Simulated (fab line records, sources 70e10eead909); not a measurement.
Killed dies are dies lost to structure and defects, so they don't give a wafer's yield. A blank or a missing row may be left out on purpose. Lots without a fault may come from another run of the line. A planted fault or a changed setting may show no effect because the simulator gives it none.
One fault seen from 3 desks | flow nand_harc | each desk has only its own numbers; what lay behind them comes last

THE TOOL OWNER'S DESK: pecvd_onon-01
The tool's own readings at NHARC_A_ONON_D2_DEP_09 (target thk 1000 nm): means of the sampled wafers that have a number, for each lot that ran on this tool. A lot is out of limits, marked OUT, if its mean lies more than 4 standard deviations from the usual mean; the brackets give that distance.
Columns: A = nh3_flow_sccm at NHARC_A_ONON_D2_DEP_09, usual 500.2 sccm
lot  | first seen here | A
L692 | day 14 03:22    | 501.4
L697 | day 15 21:20    | 501.4
L699 | day 16 07:34    | 500.0
L706 | day 19 16:14    | 502.7
This desk's finding: nothing out of limits on any of the 4 lots.

THE METROLOGY DESK
What the gauges read, lot by lot, whatever tool the lot ran on: means of the sampled wafers that have a number. A lot is out of limits, marked OUT, if its mean lies more than 4 standard deviations from the usual mean; the brackets give that distance.
Columns: A = thk_nm at NHARC_A_ONON_D2_THK_MEAS_11, usual 999 nm
lot  | first seen here | A
L689 | day 12 11:34    | 1009
L690 | day 12 18:49    | 1018
L691 | day 13 10:39    | 1013
L692 | day 14 03:49    | 994
L697 | day 15 21:43    | 898 (-10) OUT
L699 | day 16 08:01    | 774 (-23) OUT
L705 | day 19 08:13    | 1005
L706 | day 19 16:44    | 980
L707 | day 20 00:55    | 999
L708 | day 20 12:09    | 978
L709 | day 21 02:39    | 999
L711 | day 21 07:01    | 1002
L710 | day 21 07:02    | 996
L712 | day 22 13:58    | 1001
This desk's finding: out of limits on L697, L699; first on L697, day 15 21:43 (thk_nm at NHARC_A_ONON_D2_THK_MEAS_11). In limits: L689, L690, L691, L692, L705, L706, L707, L708, L709, L711, L710, L712.

THE DEFECT DESK
What the inspections along the route counted, lot by lot: means of the sampled wafers that have a number. A lot is out of limits, marked OUT, if its mean lies more than 4 standard deviations from the usual mean; the brackets give that distance.
Columns: A = raw_defect_count at NHARC_A_CHANNEL_FILL_D1_INSPECT_13, usual 305
lot  | first seen here | A
L689 | day 10 21:31    | 275
L690 | day 11 04:13    | 316
L691 | day 11 19:17    | 289
L692 | day 12 11:49    | 259
L697 | day 14 09:43    | 248
L699 | day 14 18:01    | 239
L705 | day 17 17:02    | 548
L706 | day 18 01:26    | 118
L707 | day 18 10:13    | 289
L708 | day 18 17:00    | 274
L709 | day 19 08:05    | 418
L710 | day 19 16:13    | 331
L711 | day 19 18:57    | 352
L712 | day 21 03:26    | 339
This desk's finding: nothing out of limits on any of the 14 lots.

PUT TOGETHER
The metrology desk could have raised an alarm at day 15 21:43, on L697, L699.
The tool owner's desk saw nothing out of limits.
The defect desk saw nothing out of limits.
The tool owner's desk has L697, L699 on record, within its limits.
The defect desk has L697, L699 on record, within its limits.
Of the lots named, all ran NHARC_A_ONON_D2_DEP_09 on pecvd_onon-01.

WHAT THE SIMULATOR HAD PUT IN
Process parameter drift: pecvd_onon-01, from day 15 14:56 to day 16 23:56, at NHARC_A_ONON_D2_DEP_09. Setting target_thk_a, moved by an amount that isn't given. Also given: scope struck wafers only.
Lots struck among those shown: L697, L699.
Hours from the fault's start to each desk's first reading out of limits: the metrology desk, 7.
